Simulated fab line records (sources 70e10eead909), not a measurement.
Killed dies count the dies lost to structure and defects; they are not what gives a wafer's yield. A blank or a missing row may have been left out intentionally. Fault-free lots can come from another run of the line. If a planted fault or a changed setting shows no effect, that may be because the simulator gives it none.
Check for tools in common / flow nandHarc / 11 lots, 33 wafers sampled

== WHY IT WAS OPENED ==
On 1 of the 11 lots, a flag is raised at NHARC_A_BLC_INSPECT_12 on the reading rawDefectCount. Wafers without a fault read 34, standard deviation 15.
Rule: a lot is flagged when every wafer of it that has a number lies more than 4 standard deviations from that mean, or none has a number. The other lots count as sound.

lot=L260; measured=day 17 13:27; on=defectInspect-02; rawDefectCount, wafer by wafer=39 32 31; flag=
lot=L261; measured=day 17 18:42; on=defectInspect-02; rawDefectCount, wafer by wafer=25 22 20; flag=
lot=L263; measured=day 18 01:40; on=defectInspect-01; rawDefectCount, wafer by wafer=33 33 34; flag=
lot=L262; measured=day 18 02:46; on=defectInspect-01; rawDefectCount, wafer by wafer=14 15 11; flag=
lot=L264; measured=day 19 00:37; on=defectInspect-01; rawDefectCount, wafer by wafer=28 23 19; flag=
lot=L267; measured=day 19 04:52; on=defectInspect-02; rawDefectCount, wafer by wafer=39 45 44; flag=
lot=L269; measured=day 20 16:04; on=defectInspect-01; rawDefectCount, wafer by wafer=333 312 271; flag=FLAGGED
lot=L280; measured=day 22 09:28; on=defectInspect-01; rawDefectCount, wafer by wafer=24 13 21; flag=
lot=L281; measured=day 22 16:32; on=defectInspect-02; rawDefectCount, wafer by wafer=70 46 61; flag=
lot=L283; measured=day 22 21:01; on=defectInspect-01; rawDefectCount, wafer by wafer=15 14 12; flag=
lot=L282; measured=day 23 03:19; on=defectInspect-01; rawDefectCount, wafer by wafer=46 39 56; flag=
On average the flagged lots' numbers are 305, which is +271 against the usual, or +18 standard deviations.

== WHICH TOOL EACH LOT WENT THROUGH ==
The record holds 4 process steps before the reading, out of a route of 1159 steps. Every cell lists first the tool, next ch and the chambers used by the sampled wafers, and last the start.
lot=L260; flag=; NHARC_A_CONTACT_ETCH_88=rieDiel-07 ch 1,2, day 16 21:24; NHARC_A_CONTACT_ETCH_92=rieDiel-09 ch 1,3, day 16 23:28; NHARC_A_CONTACT_CVD_19=cvdW-01 ch 0, day 17 12:27 or earlier; NHARC_A_CONTACT_CMP_20=cmp-04 ch 0,2,3, day 17 12:27
lot=L261; flag=; NHARC_A_CONTACT_ETCH_88=rieDiel-10 ch 1,2,3, day 17 05:41; NHARC_A_CONTACT_ETCH_92=rieDiel-09 ch 0,1,2, day 17 07:40; NHARC_A_CONTACT_CVD_19=cvdW-01 ch 0,1, day 17 17:41 or earlier; NHARC_A_CONTACT_CMP_20=cmp-01 ch 0,1, day 17 17:41
lot=L263; flag=; NHARC_A_CONTACT_ETCH_88=rieDiel-07 ch 0,1, day 17 13:35; NHARC_A_CONTACT_ETCH_92=rieDiel-07 ch 1,3, day 17 15:35; NHARC_A_CONTACT_CVD_19=cvdW-01 ch 0,1, day 18 00:38 or earlier; NHARC_A_CONTACT_CMP_20=cmp-04 ch 0,1, day 18 00:38
lot=L262; flag=; NHARC_A_CONTACT_ETCH_88=rieDiel-09 ch 1,2,3, day 17 16:41; NHARC_A_CONTACT_ETCH_92=rieDiel-07 ch 0,2,3, day 17 18:59; NHARC_A_CONTACT_CVD_19=cvdW-02 ch 0,1, day 18 01:43 or earlier; NHARC_A_CONTACT_CMP_20=cmp-01 ch 0,1,3, day 18 01:43
lot=L264; flag=; NHARC_A_CONTACT_ETCH_88=rieDiel-07 ch 0,2,3, day 18 15:40; NHARC_A_CONTACT_ETCH_92=rieDiel-07 ch 1,2,3, day 18 17:41; NHARC_A_CONTACT_CVD_19=cvdW-02 ch 0, day 18 23:42 or earlier; NHARC_A_CONTACT_CMP_20=cmp-03 ch 0,1,2, day 18 23:42
lot=L267; flag=; NHARC_A_CONTACT_ETCH_88=rieDiel-10 ch 0,1,3, day 18 23:37; NHARC_A_CONTACT_ETCH_92=rieDiel-07 ch 0,2, day 19 01:38; NHARC_A_CONTACT_CVD_19=cvdW-02 ch 1, day 19 03:59 or earlier; NHARC_A_CONTACT_CMP_20=cmp-01 ch 1,2,3, day 19 03:59
lot=L269; flag=FLAGGED; NHARC_A_CONTACT_ETCH_88=rieDiel-07 ch 0,1,2, day 20 10:49; NHARC_A_CONTACT_ETCH_92=rieDiel-07 ch 1,2,3, day 20 12:52; NHARC_A_CONTACT_CVD_19=cvdW-02 ch 0,1, day 20 15:11 or earlier; NHARC_A_CONTACT_CMP_20=cmp-01 ch 0,2,3, day 20 15:11
lot=L280; flag=; NHARC_A_CONTACT_ETCH_88=rieDiel-09 ch 1,2,3, day 22 03:11; NHARC_A_CONTACT_ETCH_92=rieDiel-07 ch 1,2,3, day 22 05:29; NHARC_A_CONTACT_CVD_19=cvdW-02 ch 0,1, day 22 08:18 or earlier; NHARC_A_CONTACT_CMP_20=cmp-04 ch 1,2,3, day 22 08:18
lot=L281; flag=; NHARC_A_CONTACT_ETCH_88=rieDiel-10 ch 0,1,2, day 22 07:58; NHARC_A_CONTACT_ETCH_92=rieDiel-07 ch 0,2,3, day 22 10:02; NHARC_A_CONTACT_CVD_19=cvdW-02 ch 0,1, day 22 15:37 or earlier; NHARC_A_CONTACT_CMP_20=cmp-03 ch 0,1,3, day 22 15:37
lot=L283; flag=; NHARC_A_CONTACT_ETCH_88=rieDiel-07 ch 0,3, day 22 15:05; NHARC_A_CONTACT_ETCH_92=rieDiel-07 ch 1,3, day 22 17:15; NHARC_A_CONTACT_CVD_19=cvdW-01 ch 0, day 22 20:00 or earlier; NHARC_A_CONTACT_CMP_20=cmp-04 ch 0,2, day 22 20:00
lot=L282; flag=; NHARC_A_CONTACT_ETCH_88=rieDiel-10 ch 1,2,3, day 22 21:10; NHARC_A_CONTACT_ETCH_92=rieDiel-10 ch 0,3, day 22 23:10; NHARC_A_CONTACT_CVD_19=cvdW-02 ch 0,1, day 23 02:18 or earlier; NHARC_A_CONTACT_CMP_20=cmp-03 ch 2,3, day 23 02:18
What these steps do:
- NHARC_A_CONTACT_ETCH_88: etches the open film in CF4, target depth 39 nm, time 65 s.
- NHARC_A_CONTACT_ETCH_92: etches the open film in CH3F/O2, target depth 40 nm, time 85.7 s.
- NHARC_A_CONTACT_CVD_19: deposits W, target thk 300 nm, time 802 s.
- NHARC_A_CONTACT_CMP_20: polishes, t overpolish 30 s, target thk 300 nm.
- NHARC_A_BLC_INSPECT_12

== FLAGGED AGAINST TOTAL, ONE TOOL AT A TIME (gauges that did the reading follow at the end) ==
step=NHARC_A_CONTACT_ETCH_88; tool=rieDiel-07; lots run=5; flagged=1; share of the flagged lots=all; sound lots run after its first flagged lot=1 (L283)
step=NHARC_A_CONTACT_ETCH_88; tool=rieDiel-09; lots run=2; flagged=0; share of the flagged lots=none; sound lots run after its first flagged lot=-
step=NHARC_A_CONTACT_ETCH_88; tool=rieDiel-10; lots run=4; flagged=0; share of the flagged lots=none; sound lots run after its first flagged lot=-
step=NHARC_A_CONTACT_ETCH_92; tool=rieDiel-07; lots run=8; flagged=1; share of the flagged lots=all; sound lots run after its first flagged lot=3 (L280,L281,L283)
step=NHARC_A_CONTACT_ETCH_92; tool=rieDiel-09; lots run=2; flagged=0; share of the flagged lots=none; sound lots run after its first flagged lot=-
step=NHARC_A_CONTACT_ETCH_92; tool=rieDiel-10; lots run=1; flagged=0; share of the flagged lots=none; sound lots run after its first flagged lot=-
step=NHARC_A_CONTACT_CVD_19; tool=cvdW-01; lots run=4; flagged=0; share of the flagged lots=none; sound lots run after its first flagged lot=-
step=NHARC_A_CONTACT_CVD_19; tool=cvdW-02; lots run=7; flagged=1; share of the flagged lots=all; sound lots run after its first flagged lot=3 (L280,L281,L282)
step=NHARC_A_CONTACT_CMP_20; tool=cmp-01; lots run=4; flagged=1; share of the flagged lots=all; sound lots run after its first flagged lot=0
step=NHARC_A_CONTACT_CMP_20; tool=cmp-03; lots run=3; flagged=0; share of the flagged lots=none; sound lots run after its first flagged lot=-
step=NHARC_A_CONTACT_CMP_20; tool=cmp-04; lots run=4; flagged=0; share of the flagged lots=none; sound lots run after its first flagged lot=-
step=NHARC_A_BLC_INSPECT_12; tool=defectInspect-01; lots run=7; flagged=1; share of the flagged lots=all; sound lots run after its first flagged lot=3 (L280,L283,L282)
step=NHARC_A_BLC_INSPECT_12; tool=defectInspect-02; lots run=4; flagged=0; share of the flagged lots=none; sound lots run after its first flagged lot=-
Because NHARC_A_CONTACT_CVD_19 lacks a start for some lots, the hours and order of its lots are taken from NHARC_A_CONTACT_CMP_20.

== WHAT THE TABLE ALLOWS ==
5 rows of the table ran every flagged lot: rieDiel-07 at NHARC_A_CONTACT_ETCH_88, rieDiel-07 at NHARC_A_CONTACT_ETCH_92, cvdW-02 at NHARC_A_CONTACT_CVD_19, cmp-01 at NHARC_A_CONTACT_CMP_20, defectInspect-01 at NHARC_A_BLC_INSPECT_12.
- rieDiel-07 at NHARC_A_CONTACT_ETCH_88: 1 of its 5 lots flagged. Sound lots followed the first flagged one (L283) on it, something a lasting fault affecting the whole tool could not allow.
- rieDiel-07 at NHARC_A_CONTACT_ETCH_92: 1 of its 8 lots flagged. Sound lots followed the first flagged one (L280, L281, L283) on it, something a lasting fault affecting the whole tool could not allow.
- cvdW-02 at NHARC_A_CONTACT_CVD_19: 1 of its 7 lots flagged. Sound lots followed the first flagged one (L280, L281, L282) on it, something a lasting fault affecting the whole tool could not allow.
- cmp-01 at NHARC_A_CONTACT_CMP_20: 1 of its 4 lots flagged. Last sound lot L267 at day 19 03:59, first flagged lot L269 at day 20 15:11; a fault beginning in between fits.
- defectInspect-01 at NHARC_A_BLC_INSPECT_12: 1 of its 7 lots flagged. Sound lots followed the first flagged one (L280, L283, L282) on it, something a lasting fault affecting the whole tool could not allow.
One tool is left: cmp-01 at NHARC_A_CONTACT_CMP_20.

== WHAT WAS PUT IN BY THE SIMULATOR ==
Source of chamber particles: cmp-01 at NHARC_A_CONTACT_CMP_20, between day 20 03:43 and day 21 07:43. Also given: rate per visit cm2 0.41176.
Struck lots among those shown: L269. Same finding as the rule above.
